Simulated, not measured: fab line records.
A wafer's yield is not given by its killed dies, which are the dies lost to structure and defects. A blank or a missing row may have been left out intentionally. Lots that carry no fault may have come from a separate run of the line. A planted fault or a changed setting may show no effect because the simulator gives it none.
Matching of chambers ; flow nand_harc ; rie_si-06 running NHARC_A_CHANNEL_FILL_D1_ETCHBACK_19: 4 sister chambers
The step etches the open film in HBr/Cl2, target depth 5 nm, time 1.7 s. 16 wafers are shown with their chamber, then 8 later ones without.

WAFERS PAIRED WITH THEIR CHAMBERS
wafer;chamber;drypump_motor_current_A (A);throttle_valve_pct (%);oes_product_au (a.u.)
L077.3;1;5.6;26.401;1.011
L077.4;3;6.5;26.413;0.993
L077.6;2;5.9;26.414;0.987
L081.2;0;6.4;26.398;0.996
L081.5;1;5.6;26.390;0.998
L081.6;2;5.9;26.420;1.000
L083.2;1;5.6;26.391;0.995
L083.3;3;6.5;26.400;0.983
L083.4;0;6.4;26.399;1.000
L086.3;1;5.6;26.402;0.985
L086.4;0;6.4;26.414;1.001
L086.5;3;6.5;26.432;0.988
L088.1;3;6.5;26.405;0.988
L088.4;2;6.0;26.418;1.004
L088.5;2;6.0;26.417;1.009
L091.3;3;6.5;26.413;0.989

SIGNATURES, as means of the wafers listed above
reading;chamber 0;chamber 1;chamber 2;chamber 3;scatter within a chamber
drypump_motor_current_A;6.400;5.600;5.950;6.500;0.0289
throttle_valve_pct;26.40367;26.39600;26.41725;26.41260;0.00863
oes_product_au;0.99900;0.99725;1.00000;0.98820;0.0075
Rule: distance of a wafer from a chamber = root of the sum over the readings of ((wafer's reading minus chamber's mean) / reading's scatter) squared. The wafer belongs to the nearest chamber; if the next one is less than 2 further off, it can't be placed. The scatter: the root of (the sum of the squares of (reading less its chamber's mean) over the shown wafers, divided by (wafers less chambers)).

WAFERS WITH NO CHAMBER GIVEN
wafer;drypump_motor_current_A (A);throttle_valve_pct (%);oes_product_au (a.u.)
L091.4;6.0;26.419;1.004
L091.6;6.5;26.396;0.978
L092.1;6.4;26.407;1.017
L092.3;6.5;26.413;0.993
L092.6;6.5;26.396;0.993
L094.4;5.6;26.413;1.009
L094.5;6.0;26.409;1.004
L094.6;5.6;26.417;0.998

CHAMBER TAKEN BY EACH
wafer;from the rows above;in truth
L091.4;2;2
L091.6;3;3
L092.1;0;0
L092.3;3;3
L092.6;can't be placed: 3 or 0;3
L094.4;1;1
L094.5;2;2
L094.6;1;1
Correct placement for 7 of the 8. Not placeable from these rows: 1 (in 1, the candidates include the true chamber). Placed wrongly: 0.
